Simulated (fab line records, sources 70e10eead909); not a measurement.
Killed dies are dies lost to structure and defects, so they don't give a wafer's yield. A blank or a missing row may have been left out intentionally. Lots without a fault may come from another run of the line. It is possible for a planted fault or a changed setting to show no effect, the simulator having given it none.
Chamber matching + flow nandHarc + aldHk-03 running NHARC_A_STAIRCASE_ALD_420: 4 sister chambers
The step deposits SiO2, target thk 20 nm, pulse time 6 s, ald cycles 200. 8 wafers are shown with their chamber, then 12 later ones without.

== EACH WAFER AND ITS CHAMBER ==
| wafer  | chamber | heaterPowerW (W) | precursorPulseHeightRel |
|--------|---------|------------------|-------------------------|
| L081.2 | 1       | 471              | 0.957                   |
| L083.5 | 2       | 432              | 1.000                   |
| L086.4 | 3       | 389              | 0.984                   |
| L086.5 | 0       | 479              | 0.959                   |
| L086.6 | 1       | 472              | 0.998                   |
| L091.2 | 3       | 394              | 1.008                   |
| L091.3 | 0       | 480              | 0.992                   |
| L091.5 | 2       | 427              | 0.980                   |

== WAFERS MISSING THEIR CHAMBER ==
| wafer  | heaterPowerW (W) | precursorPulseHeightRel |
|--------|------------------|-------------------------|
| L092.1 | 414              | 1.006                   |
| L092.2 | 480              | 1.035                   |
| L092.3 | 468              | 0.980                   |
| L092.4 | 404              | 0.978                   |
| L092.5 | 467              | 0.989                   |
| L092.6 | 398              | 1.055                   |
| L093.1 | 398              | 0.997                   |
| L093.3 | 480              | 1.033                   |
| L093.5 | 402              | 0.982                   |
| L096.4 | 465              | 0.986                   |
| L096.5 | 403              | 0.971                   |
| L096.6 | 486              | 1.020                   |

== CHAMBER TAKEN BY EACH ==
| wafer  | from the rows above     | in truth                   |
|--------|-------------------------|----------------------------|
| L092.1 | 2                       | 2                          |
| L092.2 | can't be placed: 0 or 1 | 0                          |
| L092.3 | 1                       | 1                          |
| L092.4 | 3                       | 3                          |
| L092.5 | 1                       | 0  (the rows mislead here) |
| L092.6 | 3                       | 3                          |
| L093.1 | 3                       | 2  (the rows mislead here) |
| L093.3 | can't be placed: 0 or 1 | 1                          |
| L093.5 | 3                       | 3                          |
| L096.4 | 1                       | 1                          |
| L096.5 | 3                       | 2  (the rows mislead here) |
| L096.6 | 0                       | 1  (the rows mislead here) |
Correctly placed: 6 of 12. Cannot be placed on the basis of these rows: 2; the candidates contain the true chamber in 2. 4 placed wrongly.
How it was worked out, from the rows above alone: a wafer's distance from a chamber is the root of the sum, over the readings, of the square of ((its reading less the chamber's mean) divided by the reading's scatter). The wafer belongs to the nearest chamber; if the next one is less than 2 further off, it can't be placed. For every chamber, the mean is computed from those of its wafers that are shown. The scatter: take each reading less its chamber's mean, square it, sum over the shown wafers, divide by the number of wafers less the number of chambers, and take the root.
